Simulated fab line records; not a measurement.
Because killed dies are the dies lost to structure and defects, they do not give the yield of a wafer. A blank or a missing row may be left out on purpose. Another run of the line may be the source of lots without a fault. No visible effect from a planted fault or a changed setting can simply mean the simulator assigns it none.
Struck lot and sound lot, side by side | flow nandHarc | 14 out of 1302 route steps
Sound: these wafers, L597.2, L597.5, L597.6. The struck wafers were L593.3, L593.4, L593.5. At the end, the cause is stated.
At each step with rows: each side's tool, then ch and its chambers, then its first start. Under that, the readings that differ: sound wafers | struck wafers | difference of the means | sigmas: that difference in standard deviations of wafers without a fault.
alike: words and numbers the same on both sides, and readings whose means are apart by under 2 such deviations; not compared: readings that were withheld, readings missing a value for some wafer, numbers with overlapping values and no deviation given by the record, and bounds like >300 which may hide the same value.
The two part at a step that has a row with sigmas, a row that says differs or no value, or rows on one side only. Numbers that have no deviation but don't overlap get no sigmas and don't part them. A reading that every wafer of one side lacks parts them only if that side has two wafers or more.

first, 5 steps without rows for these wafers: NHARC_A_STAIRCASE_EXPOSE_214 (exposes mask STAIR 3); NHARC_A_STAIRCASE_PEB_215 (peb time 130 s); NHARC_A_STAIRCASE_DEVELOP_216 (time 140 s); NHARC_A_STAIRCASE_HARDBAKE_218 (time 140 s); NHARC_A_STAIRCASE_DESCUM_219 (chemistry O2, time 3 s).
NHARC_A_STAIRCASE_TRIM_220: chemistry O2, time 211.2 s.
  sound on rieDiel-04 ch 0,1,2, day 23 21:16; struck on rieDiel-07 ch 0,1,3, day 23 05:49
  alike: chamberPressureMTorr, drypumpMotorCurrentA, oesProductAu, rfVppV, showerheadPlenumPTorr, throttleValvePct
  not compared: rfHoursCounterH
NHARC_A_STAIRCASE_ETCH_221: etches the open film in C4F8/O2, target depth 100 nm, time 40.5 s.
  sound on rieDiel-04 ch 1,2,3; struck on rieDiel-07 ch 0,1,3
  alike: oesProductAu, rfVppV
  not compared: rfHoursCounterH
NHARC_A_STAIRCASE_TRIM_222: chemistry O2, time 211.2 s.
  sound on rieDiel-04 ch 2,3; struck on rieDiel-07 ch 0,1,3
  alike: chamberPressureMTorr, drypumpMotorCurrentA, oesProductAu, rfVppV, showerheadPlenumPTorr, throttleValvePct
  not compared: rfHoursCounterH
then, 1 step without rows for these wafers: NHARC_A_STAIRCASE_ETCH_223 (etches the open film in C4F8/O2, target depth 100 nm, time 40.5 s).
NHARC_A_STAIRCASE_TRIM_224: chemistry O2, time 211.2 s.
  sound on rieDiel-04 ch 0,2,3; struck on rieDiel-07 ch 0,1
  alike: chamberPressureMTorr, drypumpMotorCurrentA, oesProductAu, rfVppV, showerheadPlenumPTorr, throttleValvePct
  not compared: rfHoursCounterH
then, 1 step without rows for these wafers: NHARC_A_STAIRCASE_ETCH_225 (etches the open film in C4F8/O2, target depth 100 nm, time 40.5 s).
NHARC_A_STAIRCASE_TRIM_226: chemistry O2, time 211.2 s.
  sound on rieDiel-04 ch 0,1, day 23 22:02; struck on rieDiel-07 ch 0,1,3, day 23 06:31
  no value came back on the struck wafers for any of 8 readings (biasW (W), chamberPressureMTorr (mTorr) and others); on the sound wafers biasW (W) reads 0 0 0
  not compared: rfHoursCounterH
NHARC_A_STAIRCASE_ETCH_227: etches the open film in C4F8/O2, target depth 100 nm, time 40.5 s.
  sound on rieDiel-04 ch 0,1,2; struck on rieDiel-07 ch 0,1,2
  alike: oesProductAu, rfVppV
  not compared: rfHoursCounterH
-- the record jumps here: 8 days lie between the struck wafers' starts before and after (it left off in module A_STAIRCASE and takes up again in module END, whose first step shown is number 1302 of the route) --
NHARC_END_SORT_01:
  sound on prober-01 ch 0, day 32 20:02; struck on prober-02 ch 0, day 31 17:09
reading       | sound    | struck      | difference | sigmas
killedAtArray | 93 74 78 | 670 672 666 | +588       | +28
killedDies    | 96 81 88 | 677 677 677 | +589       | +29
  alike: killedAtOther, killedAtPeriphery, killedOpen, killedShort

## WHERE THEY PART
Last at NHARC_END_SORT_01 as far as this record goes, first at NHARC_A_STAIRCASE_TRIM_226.

WHY: what had been put in by the simulator
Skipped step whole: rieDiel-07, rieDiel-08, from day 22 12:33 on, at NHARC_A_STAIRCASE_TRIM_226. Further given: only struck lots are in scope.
